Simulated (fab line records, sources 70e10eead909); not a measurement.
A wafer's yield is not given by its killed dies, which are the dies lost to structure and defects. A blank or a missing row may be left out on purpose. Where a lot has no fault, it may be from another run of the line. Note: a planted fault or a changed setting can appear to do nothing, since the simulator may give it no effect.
Problem report in the 8D (eight disciplines) form, filled by code	flow nand_harc	the parts of the form that need people (team, actions taken, sign-off) are left out

== 1. PROBLEM STATEMENT ==
Mean of cd_nm at NHARC_P_ZERO_WELL_CD_MEAS_11: 481.5 nm across 4 wafers in 3 lots; on wafers with no fault it is 498.6 nm (standard deviation 2.6). Relative to the usual mean, that is a shift of -6.6 standard deviations.
The step: target cd 500 nm.
First observed at day 2 07:14: wafer L567.2, on cd_sem-02. Wafers with a number at this step in the record: 40, from 14 lots. Rule for "out" (also "out of limits"): further than 4 standard deviations from the usual mean. The other wafers with a number count as sound.

== 2. WHAT THIS IS AND IS NOT ==
question	is	is not
which readings at this step	cd_nm	-
which lots	L567, L569, L570	L564, L565, L566, L575, L577, L579, L580, L582, L584, L586, L587
which wafers of those lots	L567.2, L569.1, L570.1, L570.2	L567.4, L569.4, L569.6
read on which gauges	cd_sem-01, cd_sem-02	cd_sem-03
when	from day 2 07:14	up to then (10 sound wafers); but 26 sound wafers of L569, L575, L577, L579, L580, L582, L584, L586, L587 came after

== 3. WHAT RULES OUT EACH SUSPECT ==
Counting: a tool at a process step up to the reading stays a suspect if it ran every lot that is out. Sound lots after the first of them don't rule it out here, since some wafers of a struck lot are sound.
- the gauge at NHARC_P_ZERO_WELL_CD_MEAS_11 has been ruled out. Those wafers that are out were read across 2 gauges (cd_sem-01, cd_sem-02).
- litho_track-02 at NHARC_P_ZERO_WELL_PEB_09 (peb time 80 s): kept. It processed each lot that is out (first: L567, day 2 07:10); up to then, its last sound lot is L566 (day 2 01:02). On those wafers its own readings are out: heater_power_total_W.
After counting, what remains is litho_track-02 at NHARC_P_ZERO_WELL_PEB_09.

== 4. THE CAUSE (what the simulator had put in) ==
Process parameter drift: litho_track-02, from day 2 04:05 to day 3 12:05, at NHARC_P_ZERO_WELL_PEB_09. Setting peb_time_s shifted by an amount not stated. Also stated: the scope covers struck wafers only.
Counting left only this tool.

== 5. SEQUENCE OF EFFECTS, ordered by route ==
Each row: a reading where the mean over the struck wafers with a number is more than 3 standard deviations away from the usual. Only readings for which the record gives a usual standard deviation are gone through. hours: the time from each lot's start at the first step in this table that gives one to its start at this step, as a median over the lots. sigmas: the change in usual standard deviations.
hours	step	reading	usual	on struck wafers	change	sigmas
0	NHARC_P_ZERO_WELL_PEB_09	heater_power_total_W	189.9 W	230.8	+40.9	+52
0	NHARC_P_ZERO_WELL_CD_MEAS_11	cd_nm	498.6 nm	481.5	-17.1	-6.6
Process steps it contains:
- NHARC_P_ZERO_WELL_PEB_09: peb time 80 s.
At these later measuring or inspecting steps, every struck wafer for which the step has a row has a number for every such reading, and none has moved that far: NHARC_P_STI_CD_MEAS_09, NHARC_P_GATE_OVL_MEAS_27.

== 6. WHAT WOULD HAVE CAUGHT IT SOONER ==
Counted from the fault's start at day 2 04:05, it took 3 hours until the first out-of-limits reading at a measuring or inspecting step in this record, taken at day 2 07:14.
The tool's own readings at NHARC_P_ZERO_WELL_PEB_09 were out on every struck wafer that the step has a row for (heater_power_total_W): an alarm limit on them would have fired on the first of those.
Of the lots that are out (3), L569, L570 began NHARC_P_ZERO_WELL_PEB_09 on litho_track-02 after day 2 07:14. A hold on the tool at that time would have spared those 2.
